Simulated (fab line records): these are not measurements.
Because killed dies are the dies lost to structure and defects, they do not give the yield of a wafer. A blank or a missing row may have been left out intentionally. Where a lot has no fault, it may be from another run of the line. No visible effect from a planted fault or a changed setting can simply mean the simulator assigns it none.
Matching of chambers    flow nand_harc    4 sister chambers for NHARC_A_BONDPAD_DESCUM_11 on rie_diel-07
The step chemistry O2, time 3 s. 4 wafers are shown with their chamber, then 12 later ones without.

WAFERS WITH THEIR CHAMBER
wafer   chamber  drypump_motor_current_A (A)
L085.6  1        5.1
L092.3  2        5.3
L092.5  0        5.3
L092.6  3        5.5

WAFERS WHOSE CHAMBER IS MISSING
wafer   drypump_motor_current_A (A)
L094.2  5.3
L094.4  5.3
L094.6  5.5
L095.2  5.3
L095.3  5.3
L095.5  5.3
L096.1  5.3
L096.2  5.1
L096.3  5.5
L097.2  5.1
L097.4  5.4
L097.6  5.5

EACH ONE'S CHAMBER
wafer   from the rows above           in truth
L094.2  can't be placed: 0 or 2       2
L094.4  can't be placed: 0 or 2       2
L094.6  3                             3
L095.2  can't be placed: 0 or 2       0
L095.3  can't be placed: 0 or 2       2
L095.5  can't be placed: 0 or 2       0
L096.1  can't be placed: 0 or 2       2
L096.2  1                             1
L096.3  3                             3
L097.2  1                             1
L097.4  can't be placed: 3 or 0 or 2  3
L097.6  3                             3
Correct placement for 5 of the 12. Cannot be placed on the basis of these rows: 7; the candidates contain the true chamber in 7. Placed wrongly: 0.
How it was worked out, from the rows above alone: a wafer's distance from a chamber is the root of the sum, over the readings, of the square of ((its reading less the chamber's mean) divided by the reading's scatter). The wafer belongs to the nearest chamber; if the next one is less than 2 further off, it can't be placed. Each chamber's mean is taken over the wafers shown for it. The scatter: with one shown wafer a chamber, the root of the mean of the squares of how far each hidden wafer lies from its nearest shown one.
